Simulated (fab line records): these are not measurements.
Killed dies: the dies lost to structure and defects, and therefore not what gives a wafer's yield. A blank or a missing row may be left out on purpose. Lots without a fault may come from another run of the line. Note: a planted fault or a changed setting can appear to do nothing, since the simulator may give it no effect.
Matching of chambers ; flow nand harc ; NHARC_A_CONTACT_ALD_18 on ald metal-03 has 4 sister chambers
The step deposits TiN, target thk 3 nm, pulse time 1 s, ald cycles 150. 8 wafers are shown with their chamber, then 8 later ones without.

== WAFERS, EACH WITH ITS CHAMBER ==
wafer;chamber;heater power w (W);precursor pulse height rel
L416.4;3;1065;1.004
L417.4;3;1115;1.009
L419.3;1;1216;1.013
L425.1;1;1217;1.012
L428.2;2;1034;1.016
L428.4;0;1425;1.024
L428.5;2;1014;1.018
L427.1;0;1455;1.023

== WAFERS WHOSE CHAMBER IS MISSING ==
wafer;heater power w (W);precursor pulse height rel
L427.2;1085;1.000
L427.4;1110;1.012
L438.1;977;1.002
L438.4;1172;0.995
L438.6;1255;0.998
L437.1;1165;1.018
L437.3;977;1.044
L437.5;980;1.016

== WHICH CHAMBER EACH WENT THROUGH ==
wafer;from the rows above;in truth
L427.2;3;3
L427.4;can't be placed: 3 or 2 or 1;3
L438.1;3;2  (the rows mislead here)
L438.4;3;3
L438.6;can't be placed: 1 or 3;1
L437.1;1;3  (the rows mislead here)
L437.3;2;2
L437.5;2;2
Correct placement for 4 of the 8. These rows do not allow placing 2 (true chamber among the candidates in 2). Placed wrongly: 2.
How it was worked out, from the rows above alone: a wafer's distance from a chamber is the root of the sum, over the readings, of the square of ((its reading less the chamber's mean) divided by the reading's scatter). If the next closest chamber is less than 2 further off than the closest, the wafer can't be placed; otherwise it belongs to the closest. A chamber's mean is the mean of its shown wafers. The scatter is the square root of a quotient: the sum, over the shown wafers, of each reading's squared deviation from its chamber's mean, divided by wafers minus chambers.
